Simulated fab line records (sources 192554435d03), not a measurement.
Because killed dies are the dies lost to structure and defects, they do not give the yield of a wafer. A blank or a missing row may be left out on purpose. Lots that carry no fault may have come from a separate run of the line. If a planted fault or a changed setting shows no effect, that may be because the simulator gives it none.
Matching of chambers -- flow n5_finfet -- 4 sister chambers for N5_BEOL_M11_ALD_74 on ald_metal-03
The step deposits TaN, target thk 2 nm, pulse time 2 s, purge time 3 s. 42 wafers are shown with their chamber, then 12 later ones without.

== WAFERS PAIRED WITH THEIR CHAMBERS ==
wafer,chamber,heater_power_w (W)
L079.1,1,356
L079.2,3,434
L079.3,2,415
L079.4,0,473
L079.5,0,464
L079.6,1,344
L080.2,1,367
L080.3,2,416
L080.6,3,423
L081.1,3,434
L081.4,0,460
L081.5,2,414
L082.2,0,468
L082.4,3,438
L082.5,2,412
L083.1,1,357
L083.3,0,466
L083.4,2,415
L087.1,1,352
L087.2,3,423
L087.3,0,457
L087.4,2,406
L087.5,3,428
L087.6,0,479
L088.4,1,349
L088.5,0,460
L088.6,3,435
L089.2,1,360
L089.5,2,413
L089.6,1,359
L091.2,2,417
L091.5,1,361
L091.6,0,456
L090.1,2,418
L090.2,3,431
L090.3,1,350
L090.4,0,462
L090.5,2,424
L090.6,3,438
L092.2,1,365
L092.4,0,466
L092.5,1,353

SIGNATURES (averages over the wafers above)
reading,chamber 0,chamber 1,chamber 2,chamber 3,scatter within a chamber
heater_power_w,464.64,356.08,415.00,431.56,6.15
Rule: for each reading, subtract the chamber's mean from the wafer's reading, divide by that reading's scatter and square the result; add these up over the readings and take the root, which gives the wafer's distance from the chamber. The wafer belongs to the nearest chamber; if the next one is less than 2 further off, it can't be placed. The scatter is the square root of a quotient: the sum, over the shown wafers, of each reading's squared deviation from its chamber's mean, divided by wafers minus chambers.

== WAFERS MISSING THEIR CHAMBER ==
wafer,heater_power_w (W)
L094.1,428
L094.2,417
L094.3,451
L094.4,363
L094.5,409
L094.6,449
L095.2,430
L095.4,415
L095.5,436
L096.1,463
L096.4,355
L096.6,471

== THE CHAMBER EACH PASSED THROUGH ==
wafer,from the rows above,in truth
L094.1,can't be placed: 3 or 2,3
L094.2,2,2
L094.3,can't be placed: 0 or 3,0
L094.4,1,1
L094.5,2,2
L094.6,can't be placed: 0 or 3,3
L095.2,3,3
L095.4,2,2
L095.5,3,3
L096.1,0,0
L096.4,1,1
L096.6,0,0
Correct placement for 9 of the 12. From these rows, 3 cannot be placed; in 3 the true chamber is one of the candidates. Wrongly placed: 0.
